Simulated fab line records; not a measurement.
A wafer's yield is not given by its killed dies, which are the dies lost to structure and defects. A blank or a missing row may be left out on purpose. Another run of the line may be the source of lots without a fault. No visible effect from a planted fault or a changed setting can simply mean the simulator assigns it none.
fab line records -- flow n5_finfet
record lots=24, wafers=72, last_day=17
route steps=1938 shown BEOL_M10@1533 BEOL_M11@1588
lots that met no fault: taken from a fault-free run of the same line
start_h: the number of hours between the record's first day and the start of the first shown wafer of the lot -- wait_h: hours since the lot's step before -- " the same as in the row above -- L1.1+2: a row that stands for several wafers -- - either no value or no given start -- * or withheld: withheld -- < > ~ a bound
route shown NAME@n: names a module that has steps shown in the file, with the first one's number in the route -- usual: the fault-free wafers' mean and standard deviation -- same: alike in all rows -- chamber/n: place in a boat -- sites: each site's reading -- _std_site: how widely they spread, as a standard deviation -- _edge_site: mean of outer sites minus mean of inner sites -- radius_mm: for every site, how far away it sits from the centre of the wafer -- mask NAME#n: copy n -- behind: the last tool/chamber to shape the wafer -- hold: what put the lot on hold/how long, in hours/how the hold closed -- device: names the non-switching transistor (n, p or np) -- end of line: tests of these same wafers at the route's end -- for a step that has no rows: nothing shown but its recipe -- killed: not the wafer's yield, but the dies lost to structure and defects at the first sort -- map: a wafer's dies, marking killed ones x, the rest . and places with no die _
set.NAME: the run value of the setting; set.NAME@STEP: its run value at that earlier step -- model.NAME: the simulator's own value behind a step, which no gauge read
the route's steps for a sample of lots (tables are steps, rows are wafers)
services: the hour from which a tool's chamber was out of use, counted from the record's first day as start_h (under 0 if before that day), plus the number of hours and why
## steps
# step N5_BEOL_M10_DEP_56
# recipe material=SiCN, target_thk_a=150, temp_c=withheld, precursor=3MS/NH3, pressure_torr=3, rf_w=202, time_s=26.5
# usual showerhead_plenum_p_Torr=3.668/0.012, throttle_valve_pct=9.0/0.61
lot.wafer,tool,chamber,start_h,wait_h,showerhead_plenum_p_Torr,throttle_valve_pct
L074.1,pecvd-04,2,207.58,0.0,3.704,8.2
L074.3,pecvd-04,0,207.58,0.0,3.663,9.0
L074.6,pecvd-04,0,207.58,0.0,3.646,8.9
L076.1,pecvd-02,0,219.66,0.0,3.670,9.9
L076.4,pecvd-02,2,219.66,0.0,3.665,8.7
L076.6,pecvd-02,1,219.66,0.0,3.667,9.3
L075.1,pecvd-04,2,225.66,0.0,3.692,8.1
L075.3,pecvd-04,1,225.66,0.0,3.658,9.7
L075.6,pecvd-04,0,225.66,0.0,3.662,8.9
L077.2,pecvd-01,1,244.16,0.0,3.675,9.2
L077.3,pecvd-01,1,244.16,0.0,3.675,9.1
L077.5,pecvd-01,0,244.16,0.0,3.667,8.7
L079.2,pecvd-04,2,247.76,0.0,3.678,7.8
L079.4,pecvd-04,0,247.76,0.0,3.660,8.9
L079.6,pecvd-04,2,247.76,0.0,3.691,8.2
L081.3,pecvd-04,0,252.30,0.0,3.651,9.0
L081.5,pecvd-04,1,252.30,0.0,3.669,9.9
L081.6,pecvd-04,0,252.30,0.0,3.651,9.0
L078.1,pecvd-04,2,252.69,0.0,3.690,8.1
L078.2,pecvd-04,0,252.69,0.0,3.653,9.0
L078.5,pecvd-04,2,252.69,0.0,3.694,8.0
L080.1,pecvd-02,0,253.24,0.0,3.667,9.7
L080.4,pecvd-02,0,253.24,0.0,3.675,9.6
L080.5,pecvd-02,2,253.24,0.0,3.674,8.9
L082.1,pecvd-02,1,256.02,0.0,3.656,9.3
L082.2,pecvd-02,0,256.02,0.0,3.663,9.9
L082.5,pecvd-02,1,256.02,0.0,3.669,9.2
L083.2,pecvd-01,1,275.41,0.0,3.677,9.1
L083.3,pecvd-01,2,275.41,0.0,3.671,8.3
L083.4,pecvd-01,0,275.41,0.0,3.656,8.8
L084.1,pecvd-02,2,275.78,0.0,3.679,8.5
L084.2,pecvd-02,0,275.78,0.0,3.670,9.8
L084.3,pecvd-02,1,275.78,0.0,3.662,9.3
L085.1,pecvd-01,2,284.69,0.0,3.674,8.3
L085.2,pecvd-01,1,284.69,0.0,3.677,9.2
L085.3,pecvd-01,0,284.69,0.0,3.663,9.0
L086.1,pecvd-04,2,296.90,0.0,3.682,8.2
L086.2,pecvd-04,1,296.90,0.0,3.659,9.9
L086.4,pecvd-04,2,296.90,0.0,3.690,7.9
L088.2,pecvd-04,0,298.05,0.0,3.652,8.8
L088.3,pecvd-04,2,298.05,0.0,3.691,8.1
L088.5,pecvd-04,1,298.05,0.0,3.669,10.0
L087.1,pecvd-02,1,299.70,0.0,3.652,9.1
L087.5,pecvd-02,1,299.70,0.0,3.669,9.2
L087.6,pecvd-02,2,299.70,0.0,3.673,9.1
L089.2,pecvd-04,2,314.72,0.0,3.688,8.2
L089.5,pecvd-04,0,314.72,0.0,3.644,9.0
L089.6,pecvd-04,2,314.72,0.0,3.685,8.1
L092.1,pecvd-02,2,318.41,0.0,3.675,9.1
L092.2,pecvd-02,1,318.41,0.0,3.669,9.4
L092.4,pecvd-02,2,318.41,0.0,3.668,8.6
L091.1,pecvd-01,2,318.55,0.0,3.675,8.2
L091.2,pecvd-01,1,318.55,0.0,3.665,9.1
L091.6,pecvd-01,1,318.55,0.0,3.672,9.3
L090.1,pecvd-04,1,318.86,0.0,3.673,9.6
L090.3,pecvd-04,2,318.86,0.0,3.685,8.2
L090.4,pecvd-04,0,318.86,0.0,3.653,9.0
L093.2,pecvd-04,2,329.03,0.0,3.690,7.9
L093.5,pecvd-04,1,329.03,0.0,3.657,9.9
L093.6,pecvd-04,0,329.03,0.0,3.646,9.1
L094.3,pecvd-02,2,337.42,0.0,3.668,9.1
L094.4,pecvd-02,0,337.42,0.0,3.652,9.8
L094.5,pecvd-02,2,337.42,0.0,3.673,8.7
L095.1,pecvd-04,2,338.54,0.0,3.691,8.1
L095.2,pecvd-04,0,338.54,0.0,3.653,9.1
L095.6,pecvd-04,1,338.54,0.0,3.658,9.6
L096.1,pecvd-02,1,360.41,0.0,3.660,9.2
L096.2,pecvd-02,0,360.41,0.0,3.668,9.8
L096.5,pecvd-02,2,360.41,0.0,3.669,8.7
L097.1,pecvd-01,2,361.15,0.0,3.667,8.3
L097.2,pecvd-01,1,361.15,0.0,3.674,9.1
L097.5,pecvd-01,2,361.15,0.0,3.677,8.3
# step N5_BEOL_M10_RS_MEAS_57
# recipe thk_meas_gauge=four-point-probe, reads=Cu_of_BEOL_M10_ECD_50+Co_of_BEOL_M10_CVD_75+TaN_of_BEOL_M10_ALD_74
# usual M10_RS=0.150/0.0032
lot.wafer,tool,chamber,start_h,wait_h,M10_RS[ohm/sq]
L074.1,film_metro-01,-,207.66,0.1,0.148
L074.3,film_metro-01,-,207.66,0.1,0.148
L074.6,film_metro-01,-,207.66,0.1,0.152
L076.1,film_metro-02,-,219.73,0.1,0.147
L076.4,film_metro-02,-,219.73,0.1,0.152
L076.6,film_metro-02,-,219.73,0.1,0.152
L075.1,film_metro-02,-,225.73,0.1,0.152
L075.3,film_metro-02,-,225.73,0.1,0.144
L075.6,film_metro-02,-,225.73,0.1,0.151
L077.2,film_metro-01,-,244.25,0.1,0.149
L077.3,film_metro-01,-,244.25,0.1,0.148
L077.5,film_metro-01,-,244.25,0.1,0.150
L079.2,film_metro-01,-,247.83,0.1,0.152
L079.4,film_metro-01,-,247.83,0.1,0.150
L079.6,film_metro-01,-,247.83,0.1,0.155
L081.3,film_metro-01,-,252.38,0.1,0.153
L081.5,film_metro-01,-,252.38,0.1,0.148
L081.6,film_metro-01,-,252.38,0.1,0.152
L078.1,film_metro-01,-,252.76,0.1,0.145
L078.2,film_metro-01,-,252.76,0.1,0.146
L078.5,film_metro-01,-,252.76,0.1,0.146
L080.1,film_metro-01,-,253.31,0.1,0.149
L080.4,film_metro-01,-,253.31,0.1,0.151
L080.5,film_metro-01,-,253.31,0.1,0.148
L082.1,film_metro-01,-,256.09,0.1,0.152
L082.2,film_metro-01,-,256.09,0.1,0.152
L082.5,film_metro-01,-,256.09,0.1,0.154
L083.2,film_metro-02,-,275.49,0.1,0.146
L083.3,film_metro-02,-,275.49,0.1,0.149
L083.4,film_metro-02,-,275.49,0.1,0.153
L084.1,film_metro-01,-,275.85,0.1,0.147
L084.2,film_metro-01,-,275.85,0.1,0.149
L084.3,film_metro-01,-,275.85,0.1,0.148
L085.1,film_metro-01,-,284.76,0.1,0.149
L085.2,film_metro-01,-,284.76,0.1,0.153
L085.3,film_metro-01,-,284.76,0.1,0.149
L086.1,film_metro-01,-,296.97,0.1,0.151
L086.2,film_metro-01,-,296.97,0.1,0.153
L086.4,film_metro-01,-,296.97,0.1,0.151
L088.2,film_metro-02,-,298.13,0.1,0.152
L088.3,film_metro-02,-,298.13,0.1,0.152
L088.5,film_metro-02,-,298.13,0.1,0.151
L087.1,film_metro-02,-,299.78,0.1,0.149
L087.5,film_metro-02,-,299.78,0.1,0.151
L087.6,film_metro-02,-,299.78,0.1,0.150
L089.2,film_metro-02,-,314.80,0.1,0.150
L089.5,film_metro-02,-,314.80,0.1,0.151
L089.6,film_metro-02,-,314.80,0.1,0.154
L092.1,film_metro-02,-,318.48,0.1,0.154
L092.2,film_metro-02,-,318.48,0.1,0.155
L092.4,film_metro-02,-,318.48,0.1,0.154
L091.1,film_metro-02,-,318.65,0.1,0.157
L091.2,film_metro-02,-,318.65,0.1,0.154
L091.6,film_metro-02,-,318.65,0.1,0.154
L090.1,film_metro-01,-,318.93,0.1,0.149
L090.3,film_metro-01,-,318.93,0.1,0.150
L090.4,film_metro-01,-,318.93,0.1,0.151
L093.2,film_metro-02,-,329.11,0.1,0.149
L093.5,film_metro-02,-,329.11,0.1,0.150
L093.6,film_metro-02,-,329.11,0.1,0.152
L094.3,film_metro-02,-,337.50,0.1,0.153
L094.4,film_metro-02,-,337.50,0.1,0.153
L094.5,film_metro-02,-,337.50,0.1,0.152
L095.1,film_metro-01,-,338.61,0.1,0.152
L095.2,film_metro-01,-,338.61,0.1,0.153
L095.6,film_metro-01,-,338.61,0.1,0.150
L096.1,film_metro-02,-,360.49,0.1,0.151
L096.2,film_metro-02,-,360.49,0.1,0.152
L096.5,film_metro-02,-,360.49,0.1,0.151
L097.1,film_metro-02,-,361.24,0.1,0.149
L097.2,film_metro-02,-,361.24,0.1,0.149
L097.5,film_metro-02,-,361.24,0.1,0.145
# step N5_BEOL_M11_DEGAS_44
# recipe ambient=vacuum, temp_c=250, time_s=60
# usual heater_power_w=375/48
lot.wafer,tool,chamber,start_h,wait_h,heater_power_w
L074.1,pvd_sputter-02,-,216.13,0.4,449
L074.3,pvd_sputter-02,-,216.13,0.4,361
L074.6,pvd_sputter-02,-,216.13,0.4,455
L076.1,pvd_sputter-01,-,224.19,0.4,435
L076.4,pvd_sputter-01,-,224.19,0.4,403
L076.6,pvd_sputter-01,-,224.19,0.4,342
L075.1,pvd_sputter-01,-,229.98,0.5,364
L075.3,pvd_sputter-01,-,229.98,0.5,427
L075.6,pvd_sputter-01,-,229.98,0.5,345
L077.2,pvd_sputter-01,-,249.78,1.1,343
L077.3,pvd_sputter-01,-,249.78,1.1,415
L077.5,pvd_sputter-01,-,249.78,1.1,408
L079.2,pvd_sputter-02,-,254.84,0.5,363
L079.4,pvd_sputter-02,-,254.84,0.5,308
L079.6,pvd_sputter-02,-,254.84,0.5,355
L081.3,pvd_sputter-03,-,258.29,0.2,378
L081.5,pvd_sputter-03,-,258.29,0.2,386
L081.6,pvd_sputter-03,-,258.29,0.2,387
L080.1,pvd_sputter-03,-,258.63,0.3,273
L080.4,pvd_sputter-03,-,258.63,0.3,313
L080.5,pvd_sputter-03,-,258.63,0.3,379
L078.1,pvd_sputter-01,-,260.07,1.5,339
L078.2,pvd_sputter-01,-,260.07,1.5,431
L078.5,pvd_sputter-01,-,260.07,1.5,416
L082.1,pvd_sputter-02,-,261.03,0.5,463
L082.2,pvd_sputter-02,-,261.03,0.5,315
L082.5,pvd_sputter-02,-,261.03,0.5,469
L083.2,pvd_sputter-02,-,281.95,0.3,360
L083.3,pvd_sputter-02,-,281.95,0.3,364
L083.4,pvd_sputter-02,-,281.95,0.3,312
L084.1,pvd_sputter-02,-,282.03,0.4,457
L084.2,pvd_sputter-02,-,282.03,0.4,366
L084.3,pvd_sputter-02,-,282.03,0.4,357
L085.1,pvd_sputter-02,-,290.39,0.7,306
L085.2,pvd_sputter-02,-,290.39,0.7,365
L085.3,pvd_sputter-02,-,290.39,0.7,460
L086.1,pvd_sputter-02,-,301.59,0.3,470
L086.2,pvd_sputter-02,-,301.59,0.3,349
L086.4,pvd_sputter-02,-,301.59,0.3,317
L088.2,pvd_sputter-01,-,303.84,0.4,397
L088.3,pvd_sputter-01,-,303.84,0.4,417
L088.5,pvd_sputter-01,-,303.84,0.4,420
L087.1,pvd_sputter-02,-,306.15,1.8,368
L087.5,pvd_sputter-02,-,306.15,1.8,457
L087.6,pvd_sputter-02,-,306.15,1.8,306
L089.2,pvd_sputter-01,-,321.23,0.5,364
L089.5,pvd_sputter-01,-,321.23,0.5,361
L089.6,pvd_sputter-01,-,321.23,0.5,349
L091.1,pvd_sputter-02,-,326.37,0.5,367
L091.2,pvd_sputter-02,-,326.37,0.5,359
L091.6,pvd_sputter-02,-,326.37,0.5,451
L092.1,pvd_sputter-02,-,326.93,0.3,311
L092.2,pvd_sputter-02,-,326.93,0.3,369
L092.4,pvd_sputter-02,-,326.93,0.3,364
L090.1,pvd_sputter-01,-,328.41,1.4,359
L090.3,pvd_sputter-01,-,328.41,1.4,342
L090.4,pvd_sputter-01,-,328.41,1.4,364
L093.2,pvd_sputter-01,-,334.59,0.2,342
L093.5,pvd_sputter-01,-,334.59,0.2,410
L093.6,pvd_sputter-01,-,334.59,0.2,335
L094.3,pvd_sputter-01,-,340.93,0.4,420
L094.4,pvd_sputter-01,-,340.93,0.4,341
L094.5,pvd_sputter-01,-,340.93,0.4,410
L095.1,pvd_sputter-02,-,344.28,1.3,448
L095.2,pvd_sputter-02,-,344.28,1.3,380
L095.6,pvd_sputter-02,-,344.28,1.3,449
L096.1,pvd_sputter-02,-,367.16,1.4,310
L096.2,pvd_sputter-02,-,367.16,1.4,463
L096.5,pvd_sputter-02,-,367.16,1.4,456
L097.1,pvd_sputter-03,-,367.47,0.3,387
L097.2,pvd_sputter-03,-,367.47,0.3,395
L097.5,pvd_sputter-03,-,367.47,0.3,387
# step N5_BEOL_M11_SURFACE_TREAT_76
# recipe gas=Ar, time_s=*, ion_energy_ev=*, ion_current_ma_cm2=0.5, pressure_mtorr=*, ar_flow_sccm=30
# usual throttle_valve_pct=*
lot.wafer,tool,chamber,start_h,wait_h,throttle_valve_pct
L074.1,pvd_sputter-01,-,216.64,0.3,*
L074.3,pvd_sputter-01,-,216.64,0.3,*
L074.6,pvd_sputter-01,-,216.64,0.3,*
L076.1,pvd_sputter-03,-,224.62,0.2,*
L076.4,pvd_sputter-03,-,224.62,0.2,*
L076.6,pvd_sputter-03,-,224.62,0.2,*
L075.1,pvd_sputter-02,-,230.53,0.3,*
L075.3,pvd_sputter-02,-,230.53,0.3,*
L075.6,pvd_sputter-02,-,230.53,0.3,*
L077.2,pvd_sputter-03,-,250.34,0.2,*
L077.3,pvd_sputter-03,-,250.34,0.2,*
L077.5,pvd_sputter-03,-,250.34,0.2,*
L079.2,pvd_sputter-01,-,255.34,0.2,*
L079.4,pvd_sputter-01,-,255.34,0.2,*
L079.6,pvd_sputter-01,-,255.34,0.2,*
L081.3,pvd_sputter-03,-,258.85,0.3,*
L081.5,pvd_sputter-03,-,258.85,0.3,*
L081.6,pvd_sputter-03,-,258.85,0.3,*
L080.1,pvd_sputter-02,-,259.03,0.2,*
L080.4,pvd_sputter-02,-,259.03,0.2,*
L080.5,pvd_sputter-02,-,259.03,0.2,*
L078.1,pvd_sputter-01,-,260.61,0.3,*
L078.2,pvd_sputter-01,-,260.61,0.3,*
L078.5,pvd_sputter-01,-,260.61,0.3,*
L082.1,pvd_sputter-03,-,261.49,0.2,*
L082.2,pvd_sputter-03,-,261.49,0.2,*
L082.5,pvd_sputter-03,-,261.49,0.2,*
L083.2,pvd_sputter-02,-,282.51,0.3,*
L083.3,pvd_sputter-02,-,282.51,0.3,*
L083.4,pvd_sputter-02,-,282.51,0.3,*
L084.1,pvd_sputter-01,-,282.66,0.4,*
L084.2,pvd_sputter-01,-,282.66,0.4,*
L084.3,pvd_sputter-01,-,282.66,0.4,*
L085.1,pvd_sputter-02,-,292.52,1.9,*
L085.2,pvd_sputter-02,-,292.52,1.9,*
L085.3,pvd_sputter-02,-,292.52,1.9,*
L086.1,pvd_sputter-03,-,302.05,0.2,*
L086.2,pvd_sputter-03,-,302.05,0.2,*
L086.4,pvd_sputter-03,-,302.05,0.2,*
L088.2,pvd_sputter-01,-,305.85,1.8,*
L088.3,pvd_sputter-01,-,305.85,1.8,*
L088.5,pvd_sputter-01,-,305.85,1.8,*
L087.1,pvd_sputter-03,-,306.61,0.2,*
L087.5,pvd_sputter-03,-,306.61,0.2,*
L087.6,pvd_sputter-03,-,306.61,0.2,*
L089.2,pvd_sputter-01,-,321.73,0.3,*
L089.5,pvd_sputter-01,-,321.73,0.3,*
L089.6,pvd_sputter-01,-,321.73,0.3,*
L091.1,pvd_sputter-03,-,326.76,0.2,*
L091.2,pvd_sputter-03,-,326.76,0.2,*
L091.6,pvd_sputter-03,-,326.76,0.2,*
L092.1,pvd_sputter-01,-,327.69,0.4,*
L092.2,pvd_sputter-01,-,327.69,0.4,*
L092.4,pvd_sputter-01,-,327.69,0.4,*
L090.1,pvd_sputter-01,-,328.99,0.2,*
L090.3,pvd_sputter-01,-,328.99,0.2,*
L090.4,pvd_sputter-01,-,328.99,0.2,*
L093.2,pvd_sputter-03,-,335.02,0.2,*
L093.5,pvd_sputter-03,-,335.02,0.2,*
L093.6,pvd_sputter-03,-,335.02,0.2,*
L094.3,pvd_sputter-01,-,341.37,0.2,*
L094.4,pvd_sputter-01,-,341.37,0.2,*
L094.5,pvd_sputter-01,-,341.37,0.2,*
L095.1,pvd_sputter-03,-,344.74,0.2,*
L095.2,pvd_sputter-03,-,344.74,0.2,*
L095.6,pvd_sputter-03,-,344.74,0.2,*
L096.1,pvd_sputter-01,-,367.57,0.2,*
L096.2,pvd_sputter-01,-,367.57,0.2,*
L096.5,pvd_sputter-01,-,367.57,0.2,*
L097.1,pvd_sputter-03,-,367.85,0.2,*
L097.2,pvd_sputter-03,-,367.85,0.2,*
L097.5,pvd_sputter-03,-,367.85,0.2,*
# step N5_BEOL_M11_RS_MEAS_57
# recipe thk_meas_gauge=four-point-probe, reads=Cu_of_BEOL_M11_ECD_50+Co_of_BEOL_M11_CVD_75+TaN_of_BEOL_M11_ALD_74
# usual M11_RS=0.150/0.0037
lot.wafer,tool,chamber,start_h,wait_h,M11_RS[ohm/sq]
L074.1,film_metro-01,-,218.04,0.1,0.149
L074.3,film_metro-01,-,218.04,0.1,0.153
L074.6,film_metro-01,-,218.04,0.1,0.147
L076.1,film_metro-02,-,226.58,0.0,0.148
L076.4,film_metro-02,-,226.58,0.0,0.145
L076.6,film_metro-02,-,226.58,0.0,0.145
L075.1,film_metro-01,-,231.83,0.0,0.147
L075.3,film_metro-01,-,231.83,0.0,0.143
L075.6,film_metro-01,-,231.83,0.0,0.142
L077.2,film_metro-01,-,251.60,0.0,0.147
L077.3,film_metro-01,-,251.60,0.0,0.153
L077.5,film_metro-01,-,251.60,0.0,0.150
L079.2,film_metro-01,-,258.61,0.1,0.146
L079.4,film_metro-01,-,258.61,0.1,0.147
L079.6,film_metro-01,-,258.61,0.1,0.157
L081.3,film_metro-01,-,261.06,0.3,0.146
L081.5,film_metro-01,-,261.06,0.3,0.154
L081.6,film_metro-01,-,261.06,0.3,0.147
L080.1,film_metro-01,-,261.38,0.1,0.149
L080.4,film_metro-01,-,261.38,0.1,0.150
L080.5,film_metro-01,-,261.38,0.1,0.148
L078.1,film_metro-01,-,261.79,0.0,0.148
L078.2,film_metro-01,-,261.79,0.0,0.146
L078.5,film_metro-01,-,261.79,0.0,0.146
L082.1,film_metro-02,-,264.24,0.0,0.157
L082.2,film_metro-02,-,264.24,0.0,0.152
L082.5,film_metro-02,-,264.24,0.0,0.150
L084.1,film_metro-01,-,285.13,0.0,0.150
L084.2,film_metro-01,-,285.13,0.0,0.151
L084.3,film_metro-01,-,285.13,0.0,0.150
L083.2,film_metro-02,-,285.30,0.0,0.151
L083.3,film_metro-02,-,285.30,0.0,0.148
L083.4,film_metro-02,-,285.30,0.0,0.145
L085.1,film_metro-02,-,293.93,0.0,0.153
L085.2,film_metro-02,-,293.93,0.0,0.156
L085.3,film_metro-02,-,293.93,0.0,0.148
L086.1,film_metro-02,-,303.17,0.0,0.156
L086.2,film_metro-02,-,303.17,0.0,0.151
L086.4,film_metro-02,-,303.17,0.0,0.149
L088.2,film_metro-02,-,307.24,0.0,0.147
L088.3,film_metro-02,-,307.24,0.0,0.149
L088.5,film_metro-02,-,307.24,0.0,0.150
L087.1,film_metro-01,-,307.80,0.1,0.157
L087.5,film_metro-01,-,307.80,0.1,0.157
L087.6,film_metro-01,-,307.80,0.1,0.158
L089.2,film_metro-01,-,322.93,0.0,0.157
L089.5,film_metro-01,-,322.93,0.0,0.155
L089.6,film_metro-01,-,322.93,0.0,0.145
L091.1,film_metro-01,-,328.41,0.0,0.151
L091.2,film_metro-01,-,328.41,0.0,0.151
L091.6,film_metro-01,-,328.41,0.0,0.149
L092.1,film_metro-01,-,329.90,0.0,0.151
L092.2,film_metro-01,-,329.90,0.0,0.152
L092.4,film_metro-01,-,329.90,0.0,0.153
L090.1,film_metro-02,-,330.17,0.0,0.149
L090.3,film_metro-02,-,330.17,0.0,0.151
L090.4,film_metro-02,-,330.17,0.0,0.154
L093.2,film_metro-01,-,337.00,0.0,0.150
L093.5,film_metro-01,-,337.00,0.0,0.150
L093.6,film_metro-01,-,337.00,0.0,0.151
L094.3,film_metro-02,-,342.71,0.0,0.148
L094.4,film_metro-02,-,342.71,0.0,0.148
L094.5,film_metro-02,-,342.71,0.0,0.149
L095.1,film_metro-02,-,346.05,0.0,0.144
L095.2,film_metro-02,-,346.05,0.0,0.152
L095.6,film_metro-02,-,346.05,0.0,0.147
L096.1,film_metro-02,-,368.71,0.0,0.142
L096.2,film_metro-02,-,368.71,0.0,0.150
L096.5,film_metro-02,-,368.71,0.0,0.144
L097.1,film_metro-02,-,368.98,0.0,0.155
L097.2,film_metro-02,-,368.98,0.0,0.153
L097.5,film_metro-02,-,368.98,0.0,0.153
# step N5_BEOL_M11_INSPECT_58
# recipe inspect_instrument=darkfield, mode=post_dep
# usual raw_defect_count=74/27
lot.wafer,tool,chamber,start_h,wait_h,raw_defect_count
L074.1,defect_inspect-02,-,218.07,0.0,100
L074.3,defect_inspect-02,-,218.07,0.0,98
L074.6,defect_inspect-02,-,218.07,0.0,89
L076.1,defect_inspect-01,-,226.61,0.0,85
L076.4,defect_inspect-01,-,226.61,0.0,135
L076.6,defect_inspect-01,-,226.61,0.0,84
L075.1,defect_inspect-02,-,231.86,0.0,58
L075.3,defect_inspect-02,-,231.86,0.0,128
L075.6,defect_inspect-02,-,231.86,0.0,69
L077.2,defect_inspect-02,-,251.63,0.0,52
L077.3,defect_inspect-02,-,251.63,0.0,57
L077.5,defect_inspect-02,-,251.63,0.0,44
L079.2,defect_inspect-02,-,258.63,0.0,52
L079.4,defect_inspect-02,-,258.63,0.0,88
L079.6,defect_inspect-02,-,258.63,0.0,67
L081.3,defect_inspect-02,-,261.08,0.0,48
L081.5,defect_inspect-02,-,261.08,0.0,60
L081.6,defect_inspect-02,-,261.08,0.0,73
L080.1,defect_inspect-01,-,261.41,0.0,84
L080.4,defect_inspect-01,-,261.41,0.0,60
L080.5,defect_inspect-01,-,261.41,0.0,53
L078.1,defect_inspect-02,-,261.81,0.0,50
L078.2,defect_inspect-02,-,261.81,0.0,42
L078.5,defect_inspect-02,-,261.81,0.0,48
L082.1,defect_inspect-02,-,264.27,0.0,103
L082.2,defect_inspect-02,-,264.27,0.0,80
L082.5,defect_inspect-02,-,264.27,0.0,97
L084.1,defect_inspect-01,-,285.16,0.0,47
L084.2,defect_inspect-01,-,285.16,0.0,86
L084.3,defect_inspect-01,-,285.16,0.0,45
L083.2,defect_inspect-01,-,285.32,0.0,59
L083.3,defect_inspect-01,-,285.32,0.0,149
L083.4,defect_inspect-01,-,285.32,0.0,85
L085.1,defect_inspect-01,-,293.95,0.0,91
L085.2,defect_inspect-01,-,293.95,0.0,63
L085.3,defect_inspect-01,-,293.95,0.0,82
L086.1,defect_inspect-02,-,303.19,0.0,37
L086.2,defect_inspect-02,-,303.19,0.0,89
L086.4,defect_inspect-02,-,303.19,0.0,70
L088.2,defect_inspect-01,-,307.27,0.0,94
L088.3,defect_inspect-01,-,307.27,0.0,98
L088.5,defect_inspect-01,-,307.27,0.0,76
L087.1,defect_inspect-02,-,307.83,0.0,59
L087.5,defect_inspect-02,-,307.83,0.0,44
L087.6,defect_inspect-02,-,307.83,0.0,49
L089.2,defect_inspect-02,-,322.96,0.0,89
L089.5,defect_inspect-02,-,322.96,0.0,86
L089.6,defect_inspect-02,-,322.96,0.0,99
L091.1,defect_inspect-02,-,328.44,0.0,47
L091.2,defect_inspect-02,-,328.44,0.0,40
L091.6,defect_inspect-02,-,328.44,0.0,43
L092.1,defect_inspect-02,-,329.93,0.0,48
L092.2,defect_inspect-02,-,329.93,0.0,45
L092.4,defect_inspect-02,-,329.93,0.0,33
L090.1,defect_inspect-01,-,330.20,0.0,94
L090.3,defect_inspect-01,-,330.20,0.0,110
L090.4,defect_inspect-01,-,330.20,0.0,100
L093.2,defect_inspect-01,-,337.03,0.0,65
L093.5,defect_inspect-01,-,337.03,0.0,53
L093.6,defect_inspect-01,-,337.03,0.0,63
L094.3,defect_inspect-01,-,342.74,0.0,94
L094.4,defect_inspect-01,-,342.74,0.0,82
L094.5,defect_inspect-01,-,342.74,0.0,53
L095.1,defect_inspect-02,-,346.08,0.0,57
L095.2,defect_inspect-02,-,346.08,0.0,36
L095.6,defect_inspect-02,-,346.08,0.0,78
L096.1,defect_inspect-02,-,368.73,0.0,61
L096.2,defect_inspect-02,-,368.73,0.0,81
L096.5,defect_inspect-02,-,368.73,0.0,80
L097.1,defect_inspect-01,-,369.01,0.0,98
L097.2,defect_inspect-01,-,369.01,0.0,47
L097.5,defect_inspect-01,-,369.01,0.0,111
## services
tool,chamber,start_h,hours,kind
pecvd-02,1,207.07,5.5,scheduled_down
pecvd-02,2,213.03,5.5,scheduled_down
pecvd-01,-,219.34,6.0,pm
pecvd-01,2,234.42,2.5,repair
pecvd-01,2,236.96,-,clean
pecvd-01,2,236.96,-,consumable_replace:showerhead
pecvd-01,2,236.96,29.0,scheduled_down
pecvd-01,2,236.96,29.0,vent_cycle
pecvd-01,1,252.08,2.1,scheduled_down
pvd_sputter-01,-,290.79,0.8,repair
pvd_sputter-01,-,294.87,7.9,repair
pecvd-02,-,303.54,3.5,repair
pecvd-01,0,316.01,5.0,repair
pvd_sputter-02,-,330.33,4.9,repair
pecvd-01,-,338.32,2.8,pm
pecvd-01,0,358.99,2.1,scheduled_down
## key
fault none
